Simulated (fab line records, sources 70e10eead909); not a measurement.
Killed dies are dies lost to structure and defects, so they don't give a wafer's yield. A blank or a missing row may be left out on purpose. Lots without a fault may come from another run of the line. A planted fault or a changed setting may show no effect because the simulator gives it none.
Chamber matching | flow nand_harc | NHARC_P_CONTACT_ALD_22 on ald_metal-01: 4 sister chambers
The step deposits TiN, target thk 3 nm, pulse time 1 s, ald cycles 150. 4 wafers are shown with their chamber, then 11 later ones without.

WAFERS WITH THEIR CHAMBER
wafer  | chamber | heater_power_w (W)
L081.2 | 0       | 1024
L085.5 | 1       | 1053
L085.6 | 2       | 944
L087.2 | 3       | 1026

WAFERS WITHOUT THEIR CHAMBER
wafer  | heater_power_w (W)
L087.5 | 1062
L087.6 | 1028
L089.1 | 1034
L089.3 | 950
L089.6 | 1040
L094.1 | 944
L094.2 | 1026
L094.5 | 1050
L096.3 | 1034
L096.5 | 1043
L096.6 | 961

WHICH CHAMBER EACH WENT THROUGH
wafer  | from the rows above          | in truth
L087.5 | 1                            | 1
L087.6 | can't be placed: 3 or 0      | 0
L089.1 | can't be placed: 3 or 0 or 1 | 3
L089.3 | 2                            | 2
L089.6 | can't be placed: 1 or 3 or 0 | 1
L094.1 | 2                            | 2
L094.2 | can't be placed: 3 or 0      | 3
L094.5 | 1                            | 1
L096.3 | can't be placed: 3 or 0 or 1 | 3
L096.5 | can't be placed: 1 or 3 or 0 | 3
L096.6 | 2                            | 2
Placed correctly: 5 of 11. Can't be placed from these rows: 6 (the true chamber is among the candidates in 6). Placed wrongly: 0.
How it was worked out, from the rows above alone: a wafer's distance from a chamber is the root of the sum, over the readings, of the square of ((its reading less the chamber's mean) divided by the reading's scatter). The wafer belongs to the nearest chamber; if the next one is less than 2 further off, it can't be placed. A chamber's mean is the mean of its shown wafers. The scatter: with one shown wafer a chamber, the root of the mean of the squares of how far each hidden wafer lies from its nearest shown one.
